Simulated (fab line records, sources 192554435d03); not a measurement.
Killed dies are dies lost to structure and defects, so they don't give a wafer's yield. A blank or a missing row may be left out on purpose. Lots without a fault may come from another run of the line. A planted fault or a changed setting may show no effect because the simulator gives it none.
A struck lot beside a sound one | flow n5_finfet | 39 steps out of a route of 1938
Sound: wafers L463.1, L463.2, L463.6. Struck: wafers L458.4, L458.5. (L458.6 of the same lot was not struck and is left out.) The cause comes at the end.
At each step with rows: each side's tool, then ch and its chambers, then its first start. Under that, the readings that differ: sound wafers | struck wafers | difference of the means | sigmas: that difference in standard deviations of wafers without a fault.
alike: readings whose means differ by less than 2 such deviations, and words and numbers that are the same on both sides. not compared: withheld readings, readings that some wafer has no value for, bounds like >300 that may hide the same value, and numbers for which the record gives no deviation and whose values overlap.
The two part at a step that has a row with sigmas, a row that says differs or no value, or rows on one side only. Numbers that don't overlap but have no deviation are shown without sigmas and don't part them. A reading that every wafer of one side lacks parts them only if that side has two wafers or more.

first, 9 steps without rows for these wafers: N5_GATE_CUT_CMP_23 (polishes, stops on SiO2, t overpolish 23.4 s, target thk 16 nm); N5_GATE_CUT_CMP_43 (polishes SiO2); N5_GATE_CUT_CMP_61 (polishes, stops on SiNx, t overpolish 3 s); N5_MOL_CONTACT_COAG_COAT_103 (time 60 s, resist thk 80 nm); N5_MOL_CONTACT_COAG_COAT_104 (time 60 s, resist thk 12 nm); N5_MOL_CONTACT_COAG_COAT_58 (time 60 s, resist thk 10 nm); N5_MOL_CONTACT_COAG_COAT_02 (resist thk 30 nm); N5_MOL_CONTACT_COAG_EBR_04; N5_MOL_CONTACT_COAG_SOFTBAKE_03 (time 60 s).
N5_MOL_CONTACT_COAG_EXPOSE_05: exposes mask CA, defocus 0 nm.
  sound on euv_scanner-02 ch 0, day 10 14:02; struck on euv_scanner-01 ch 0, day 9 07:26
  alike: mask
then, 2 steps without rows for these wafers: N5_MOL_CONTACT_COAG_PEB_06 (peb time 60 s); N5_MOL_CONTACT_COAG_DEVELOP_07 (develop time 30 s).
N5_MOL_CONTACT_COAG_CD_MEAS_08: target cd 28 nm.
  sound on cd_sem-03 ch 0, day 10 14:10; struck on cd_sem-02 ch 0, day 9 07:33
  reading    | sound             | struck      | difference | sigmas
  cd_nm (nm) | 28.33 27.76 27.74 | 26.09 26.38 | -1.71      | -7
then, 1 step without rows for these wafers: N5_MOL_CONTACT_COAG_DESCUM_13 (chemistry O2, time 7 s).
N5_MOL_CONTACT_COAG_ETCH_59: etches underlayer in N2/H2, target depth 13 nm, time 10.4 s.
  sound on rie_diel-02 ch 2,3, day 10 14:20; struck on rie_diel-02 ch 1,2, day 9 07:43
  reading                                  | sound       | struck    | difference | sigmas
  model.MOL_CONTACT_COAG.cd_offset_nm (nm) | 0.4 0.2 0.2 | -1.8 -1.6 | -2.0       |
  alike: drypump_motor_current_A, etch_rf_on_time_s, oes_product_au, rf_vpp_V, showerhead_plenum_p_Torr, throttle_valve_pct
  not compared: rf_hours_counter_h
then, 7 steps without rows for these wafers: N5_MOL_CONTACT_COAG_ETCH_105 (etches SiARC in CF4, target depth 15.6 nm, time 26 s); N5_MOL_CONTACT_COAG_ETCH_106 (etches SOC in N2/H2, target depth 80 nm, overetch 16 nm, time 120 s); N5_MOL_CONTACT_COAG_STRIP_107 (strips in N2/H2); N5_MOL_CONTACT_COAG_STRIP_108 (strips in N2/H2); N5_MOL_CONTACT_COAG_CONTACT_ETCH_14 (etches SiO2 in C4F6/O2, target depth 27.5 nm, overetch 8.5 nm, time 20 s); N5_MOL_CONTACT_COAG_STRIP_109 (strips in C4F6/O2); N5_MOL_CONTACT_COAG_ETCH_15 (etches SiNx in CH3F/O2, stops on Si:P, target depth 7 nm).
N5_MOL_CONTACT_COAG_ETCH_110: etches Si in CF4/O2, target depth 2.5 nm, time 8 s.
  sound on rie_diel-02 ch 2,3, day 10 14:35; struck on rie_diel-02 ch 1,2, day 9 07:58
  reading                                  | sound    | struck    | difference | sigmas
  model.MOL_CONTACT_COAG.cd_offset_nm (nm) | 1 0 -0.2 | -1.4 -1.6 | -1.8       |
  alike: drypump_motor_current_A, oes_product_au, rf_vpp_V, showerhead_plenum_p_Torr, throttle_valve_pct
  not compared: rf_hours_counter_h
then, 1 step without rows for these wafers: N5_MOL_CONTACT_COAG_STRIP_98 (strips in N2/H2).
N5_MOL_CONTACT_COAG_CD_MEAS_99: target cd 17.2 nm.
  sound on cd_sem-02, day 10 14:43; struck on cd_sem-01, day 9 08:04
  reading    | sound          | struck    | difference | sigmas
  cd_nm (nm) | 18.3 16.9 17.0 | 15.9 15.2 | -1.8       | -4
then, 12 steps without rows for these wafers: N5_MOL_CONTACT_COAG_IMPLANT_129; N5_MOL_CONTACT_COAG_PRECLEAN_111 (cleans in NF3:NH3, afs cycles 1, time 20 s, sublimation time 60 s); N5_MOL_CONTACT_COAG_TI_SIL_19 (material Ti, target thk 4.2 nm, time 15 s); N5_MOL_CONTACT_COAG_ALD_20 (deposits TiN, target thk 1.5 nm, pulse time 1 s, purge time 3 s); N5_MOL_CONTACT_COAG_SIL_ANNEAL_21 (time 60 s); N5_MOL_CONTACT_COAG_PRE_CLEAN_141 (time 60 s); N5_MOL_CONTACT_COAG_SPUTTER_143 (material Co, target thk 2.5 nm); N5_MOL_CONTACT_COAG_CO_FILL_22 (material Co, precursor CCTBA/H2, target thk 20 nm); N5_MOL_CONTACT_COAG_ANNEAL_113 (time 300 s); N5_MOL_CONTACT_COAG_PRE_CLEAN_142 (time 60 s); N5_MOL_CONTACT_COAG_SPUTTER_130 (material Co, target thk 47.5 nm); N5_MOL_CONTACT_COAG_PRECLEAN_125 (cleans in DIW, time 57.5 s).
-- the record jumps here: 3 days lie between the struck wafers' starts before and after (it left off in module MOL_CONTACT_COAG and takes up again in module BEOL_M4, whose first step shown is number 1111 of the route) --
N5_BEOL_M4_RC_MEAS_101:
  sound on prober-02 ch 0, day 13 13:27; struck on prober-01 ch 0, day 12 10:42
  reading             | sound          | struck    | difference | sigmas
  RC_DENSE_N (ohm.um) | 17.6 19.3 19.6 | 21.1 21.9 | +2.7       | +4
  RC_DENSE_P (ohm.um) | 21.9 24.0 24.4 | 26.4 27.4 | +3.5       | +4
  RC_N (ohm.um)       | 14.5 15.8 15.9 | 17.2 17.8 | +2.1       | +4
  RC_P (ohm.um)       | 17.8 19.4 19.6 | 21.5 22.1 | +2.9       | +4
  alike: DIBL_N, DIBL_P, IOFF_N, IOFF_P, ION_N, ION_P, SS_N, SS_P, VT_N, VT_P
-- the record jumps here: 4 days lie between the struck wafers' starts before and after (it left off in module BEOL_M4 and takes up again in module PASSIVATION, whose first step shown is number 1936 of the route) --
N5_PASSIVATION_PROBE_49:
  the record has rows for the struck wafers here (prober-02, day 16 17:46) and none for the sound ones

WHERE THEY PART
First at N5_MOL_CONTACT_COAG_CD_MEAS_08; last, within this record, at N5_PASSIVATION_PROBE_49.

WHY: what the simulator had put in
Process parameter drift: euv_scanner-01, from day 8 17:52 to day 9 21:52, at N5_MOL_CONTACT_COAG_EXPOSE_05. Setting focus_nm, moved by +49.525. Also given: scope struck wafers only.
